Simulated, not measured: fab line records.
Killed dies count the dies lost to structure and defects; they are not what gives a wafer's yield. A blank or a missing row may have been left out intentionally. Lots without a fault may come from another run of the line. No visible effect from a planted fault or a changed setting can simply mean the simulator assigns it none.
Matching of chambers	flow n5Finfet	N5_BEOL_M9_STRIP_19 on rieDiel-04: 4 sister chambers
The step strips in O2. 8 wafers are shown with their chamber, then 11 later ones without.

== EACH WAFER AND ITS CHAMBER ==
wafer	chamber	drypumpMotorCurrentA (A)	showerheadPlenumPTorr (Torr)
L075.4	1	6.3	2.15
L088.5	2	6.2	2.05
L089.2	0	5.6	2.14
L089.5	0	5.6	2.14
L090.3	3	5.9	2.12
L090.4	2	6.2	2.05
L090.5	3	5.9	2.12
L094.1	1	6.2	2.14

== WAFERS WITHOUT THEIR CHAMBER ==
wafer	drypumpMotorCurrentA (A)	showerheadPlenumPTorr (Torr)
L094.5	5.9	2.12
L094.6	5.6	2.13
L097.2	5.6	2.13
L097.4	6.2	2.05
L097.5	6.2	2.05
L096.1	6.2	2.05
L096.2	5.7	2.13
L096.4	5.9	2.12
L095.2	6.3	2.14
L095.3	6.2	2.04
L095.4	5.6	2.13

== THE CHAMBER EACH PASSED THROUGH ==
wafer	from the rows above	in truth
L094.5	3	3
L094.6	0	0
L097.2	0	0
L097.4	2	2
L097.5	2	2
L096.1	2	2
L096.2	0	0
L096.4	3	3
L095.2	1	1
L095.3	2	2
L095.4	0	0
11 of 11 placed correctly. Left unplaced by these rows: 0. 0 placed wrongly.
How it was worked out, from the rows above alone: a wafer's distance from a chamber is the root of the sum, over the readings, of the square of ((its reading less the chamber's mean) divided by the reading's scatter). The wafer belongs to the nearest chamber; if the next one is less than 2 further off, it can't be placed. Each chamber's mean is taken over the wafers shown for it. The scatter: take each reading less its chamber's mean, square it, sum over the shown wafers, divide by the number of wafers less the number of chambers, and take the root.
